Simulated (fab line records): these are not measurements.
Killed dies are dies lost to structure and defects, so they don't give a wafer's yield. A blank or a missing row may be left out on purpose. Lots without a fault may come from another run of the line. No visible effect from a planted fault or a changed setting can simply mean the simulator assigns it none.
Which tool did it?    flow n5-finfet    Sampling: 10 lots, 30 wafers, 5 of 1938 route steps

== WHAT EACH GAUGE READ, for each wafer ==
The record holds no reading of a measuring or inspecting step that can be judged against a usual standard deviation.

== WHICH TOOL RAN EACH LOT (tool, then ch and the chambers of the sampled wafers, then the start) ==
lot   N5_SDB_STRIP_22                      N5_MIM_TOP_LITHO_DESCUM_10          N5_MIM_BOT_ETCH_ETCH_00            N5_PASSIVATION_DESCUM_12            N5_PASSIVATION_PROBE_49
L966  plasma-asher-02 ch 0,1, day 4 05:55  rie-diel-04 ch 0,1,3, day 12 14:17  rie-metal-01 ch 0,1, day 12 15:20  rie-diel-02 ch 0,1, day 12 16:59    -
L967  plasma-asher-02 ch 0,1, day 4 12:26  rie-diel-05 ch 2,3, day 12 18:48    rie-metal-03 ch 0,1, day 12 19:54  rie-diel-02 ch 0,2,3, day 13 00:07  -
L968  plasma-asher-02 ch 0,1, day 4 19:58  rie-diel-05 ch 0,1, day 13 02:35    rie-metal-02 ch 0,1, day 13 03:34  rie-diel-02 ch 1,2,3, day 13 04:44  -
L970  plasma-asher-01 ch 0, day 5 07:08    rie-diel-03 ch 1,2,3, day 13 21:22  rie-metal-03 ch 0,1, day 13 22:28  rie-diel-02 ch 0,1,3, day 13 23:39  -
L973  plasma-asher-02 ch 0,1, day 6 01:05  rie-diel-03 ch 0,3, day 13 21:41    rie-metal-01 ch 0,1, day 13 22:50  rie-diel-06 ch 0,2, day 14 00:24    -
L976  plasma-asher-02 ch 0,1, day 6 17:16  rie-diel-04 ch 0,3, day 15 05:02    rie-metal-01 ch 0, day 15 06:11    rie-diel-06 ch 1,3, day 15 08:38    -
L977  plasma-asher-02 ch 0,1, day 7 02:27  rie-diel-05 ch 0,1,2, day 15 04:35  rie-metal-03 ch 0,1, day 15 05:43  rie-diel-06 ch 0,1,3, day 15 08:09  -
L978  plasma-asher-02 ch 0,1, day 7 07:50  rie-diel-04 ch 2,3, day 15 11:22    rie-metal-01 ch 0,1, day 15 12:34  rie-diel-02 ch 0,2, day 15 13:52    -
L981  plasma-asher-02 ch 0,1, day 8 00:17  rie-diel-03 ch 1,3, day 16 12:44    rie-metal-02 ch 0,1, day 16 13:50  rie-diel-02 ch 1, day 16 15:10      prober-02, day 16 23:11
L983  plasma-asher-02 ch 0,1, day 8 09:24  rie-diel-05 ch 0,3, day 16 12:58    rie-metal-01 ch 0,1, day 16 14:19  rie-diel-01 ch 0,1, day 16 15:46    prober-02, day 16 22:25
- N5_SDB_STRIP_22: strips in N2/H2.
- N5_MIM_TOP_LITHO_DESCUM_10: chemistry O2, time 7.9 s.
- N5_MIM_BOT_ETCH_ETCH_00: etches TiN in Cl2/BCl3, target depth 45.5 nm.
- N5_PASSIVATION_DESCUM_12: chemistry O2, time 7.9 s.
- N5_PASSIVATION_PROBE_49

== AS READ BY THE TOOLS THEMSELVES (means over the sampled wafers that have a number; for cases with no such wafer, the mark the record gives instead) ==
N5_SDB_STRIP_22. Usual: drypump-motor-current-A 5.6 A, standard deviation 0.42; heater-power-w 336 W, standard deviation 37; oes-product-au 0.714 a.u., standard deviation 0.005; strip-time-to-endpoint-s 96.2 s, standard deviation 0.39.
lot   tool             drypump-motor-current-A (A)  heater-power-w (W)  oes-product-au (a.u.)  strip-time-to-endpoint-s (s)  flag
L966  plasma-asher-02  5.2                          333                 0.713                  96.4                          
L967  plasma-asher-02  5.6                          363                 0.713                  96.7                          
L968  plasma-asher-02  5.6                          366                 0.715                  95.7                          
L970  plasma-asher-01  5.7                          303                 0.715                  96.0                          
L973  plasma-asher-02  5.3                          337                 0.713                  95.6                          
L976  plasma-asher-02  5.3                          335                 0.716                  96.4                          
L977  plasma-asher-02  5.6                          360                 0.714                  96.0                          
L978  plasma-asher-02  5.3                          341                 0.718                  96.2                          
L981  plasma-asher-02  5.3                          340                 0.712                  96.5                          
L983  plasma-asher-02  5.3                          332                 0.714                  96.2                          

N5_MIM_TOP_LITHO_DESCUM_10. Usual: chamber-pressure-mTorr 20.000 mTorr, standard deviation 0.02; drypump-motor-current-A 5.8 A, standard deviation 0.4; oes-product-au 0.83 a.u., standard deviation 0.082; rf-vpp-V 243.5 V, standard deviation 1.5; showerhead-plenum-p-Torr 2.12 Torr, standard deviation 0.071; throttle-valve-pct 20.33 %, standard deviation 0.27.
lot   tool         chamber-pressure-mTorr (mTorr)  drypump-motor-current-A (A)  oes-product-au (a.u.)  rf-vpp-V (V)  showerhead-plenum-p-Torr (Torr)  throttle-valve-pct (%)  flag
L966  rie-diel-04  19.995                          6.1                          0.87                   244.5         2.13                             20.45                   
L967  rie-diel-05  20.001                          5.3                          0.78                   244.0         2.15                             20.11                   
L968  rie-diel-05  20.009                          5.9                          0.70                   242.5         2.03                             20.37                   
L970  rie-diel-03  19.999                          5.7                          0.84                   244.2         2.12                             20.36                   
L973  rie-diel-03  20.002                          5.7                          0.91                   243.2         2.12                             20.13                   
L976  rie-diel-04  19.992                          6.2                          0.87                   243.3         2.13                             20.67                   
L977  rie-diel-05  19.974                          5.8                          0.85                   243.5         2.19                             20.18                   
L978  rie-diel-04  20.003                          5.5                          0.74                   241.8         2.05                             20.59                   
L981  rie-diel-03  20.010                          5.6                          0.81                   242.2         2.06                             20.57                   
L983  rie-diel-05  20.009                          6.0                          0.86                   242.1         2.10                             20.37                   

N5_MIM_BOT_ETCH_ETCH_00. Usual: chamber-pressure-mTorr 10.000 mTorr, standard deviation 0.0095; drypump-motor-current-A 5.4 A, standard deviation 0.4; mfc-ar-sccm 25.01 sccm, standard deviation 0.072; mfc-cl2-sccm 53.25 sccm, standard deviation 0.16; oes-product-au 0.81 a.u., standard deviation 0.071; throttle-valve-pct 21.9 %, standard deviation 0.36.
lot   tool          chamber-pressure-mTorr (mTorr)  drypump-motor-current-A (A)  mfc-ar-sccm (sccm)  mfc-cl2-sccm (sccm)  oes-product-au (a.u.)  throttle-valve-pct (%)  flag
L966  rie-metal-01  10.003                          5.0                          25.00               53.38                0.79                   21.7                    
L967  rie-metal-03  10.010                          5.4                          25.07               53.22                0.78                   22.2                    
L968  rie-metal-02  10.006                          6.1                          25.02               53.09                0.92                   21.9                    
L970  rie-metal-03  10.019                          5.4                          24.98               53.34                0.77                   22.2                    
L973  rie-metal-01  10.001                          5.1                          25.01               53.39                0.82                   21.9                    
L976  rie-metal-01  9.999                           5.1                          25.05               53.40                0.73                   21.5                    
L977  rie-metal-03  10.001                          5.5                          24.99               53.16                0.82                   22.3                    
L978  rie-metal-01  9.995                           5.1                          25.01               53.23                0.81                   21.9                    
L981  rie-metal-02  9.997                           6.1                          25.01               53.22                0.88                   21.9                    
L983  rie-metal-01  9.994                           5.1                          25.05               53.16                0.76                   21.7                    

N5_PASSIVATION_DESCUM_12. Usual: chamber-pressure-mTorr 19.999 mTorr, standard deviation 0.018; drypump-motor-current-A 5.7 A, standard deviation 0.4; oes-product-au 0.79 a.u., standard deviation 0.09; rf-vpp-V 243.2 V, standard deviation 1.4; showerhead-plenum-p-Torr 2.10 Torr, standard deviation 0.073; throttle-valve-pct 20.42 %, standard deviation 0.24.
lot   tool         chamber-pressure-mTorr (mTorr)  drypump-motor-current-A (A)  oes-product-au (a.u.)  rf-vpp-V (V)  showerhead-plenum-p-Torr (Torr)  throttle-valve-pct (%)  flag
L966  rie-diel-02  20.005                          5.7                          0.86                   244.2         2.15                             20.46                   
L967  rie-diel-02  19.995                          6.0                          0.86                   243.5         2.15                             20.49                   
L968  rie-diel-02  20.003                          5.8                          0.79                   243.1         2.07                             20.35                   
L970  rie-diel-02  19.999                          5.8                          0.86                   244.3         2.09                             20.35                   
L973  rie-diel-06  19.996                          5.6                          0.81                   243.3         2.09                             20.53                   
L976  rie-diel-06  20.001                          5.5                          0.84                   243.1         2.09                             20.20                   
L977  rie-diel-06  20.007                          5.6                          0.86                   243.0         2.08                             20.26                   
L978  rie-diel-02  19.995                          5.8                          0.74                   244.2         2.17                             20.65                   
L981  rie-diel-02  19.980                          5.2                          0.71                   240.9         1.98                             20.25                   
L983  rie-diel-01  20.019                          6.1                          0.79                   243.0         2.06                             20.51                   

N5_PASSIVATION_PROBE_49. Usual: defect-limited-yield 91.4 %, standard deviation 1.5; killed_at_M0_to_M3 35, standard deviation 11; killed_at_M4_up 16, standard deviation 7; killed-at-contacts 11, standard deviation 5.3; killed-at-front-end 37, standard deviation 11; killed-at-other 3.1, standard deviation 2.8; killed-dies 102, standard deviation 18; killed-on-rim 13, standard deviation 3.7; killed-open 69, standard deviation 15; killed-short 31, standard deviation 7.8; sort_bin_5_function 5.1 %, standard deviation 1.1; sort_bin_6_memory 3.2 %, standard deviation 0.69; sort-n-pass 1078, standard deviation 18; sort-yield-pct 91.4 %, standard deviation 1.5.
lot   tool       defect-limited-yield (%)  killed_at_M0_to_M3  killed_at_M4_up  killed-at-contacts  killed-at-front-end  killed-at-other  killed-dies  killed-on-rim  killed-open  killed-short  sort_bin_5_function (%)  sort_bin_6_memory (%)  sort-n-pass  sort-yield-pct (%)  flag
L981  prober-02  85.3                      42                  13               9                   109                  0.7              173          22             68           26            9.5                      3.4                    1007         85.3                OFF
L983  prober-02  84.5                      28                  13               18                  122                  2.0              183          24             76           36            10.0                     3.8                    997          84.5                OFF

== THE ANSWER, worked out from the rows above alone ==
Rule: take the mean of a lot's wafers that have a number; if it is more than 3 standard deviations from the usual mean, the lot is off. Also off: a lot with no number at a reading for which 4 or more lots have one. Where the step has rows for the other lots, those lots are counted as sound. The gauges are gone through in route order, then the tools' own readings, and for those a lot's mean is taken as printed above. At the first step where some lot is off, the reading lying furthest off is the one used; lots without a number count as furthest.
Off at N5_PASSIVATION_PROBE_49 (killed-at-front-end): L981, L983. Neither off nor sound, because the step has no rows for them: L966, L967, L968, L970, L973, L976, L977, L978.
If a tool, at that step or one of the process steps before it, ran each lot that is off and ran no sound lot following the first of them, it fits. 2 tools fit, plasma-asher-02 at N5_SDB_STRIP_22 and prober-02 at N5_PASSIVATION_PROBE_49, so this cannot tell which one it is.

== WHAT THE SIMULATOR HAD INSERTED ==
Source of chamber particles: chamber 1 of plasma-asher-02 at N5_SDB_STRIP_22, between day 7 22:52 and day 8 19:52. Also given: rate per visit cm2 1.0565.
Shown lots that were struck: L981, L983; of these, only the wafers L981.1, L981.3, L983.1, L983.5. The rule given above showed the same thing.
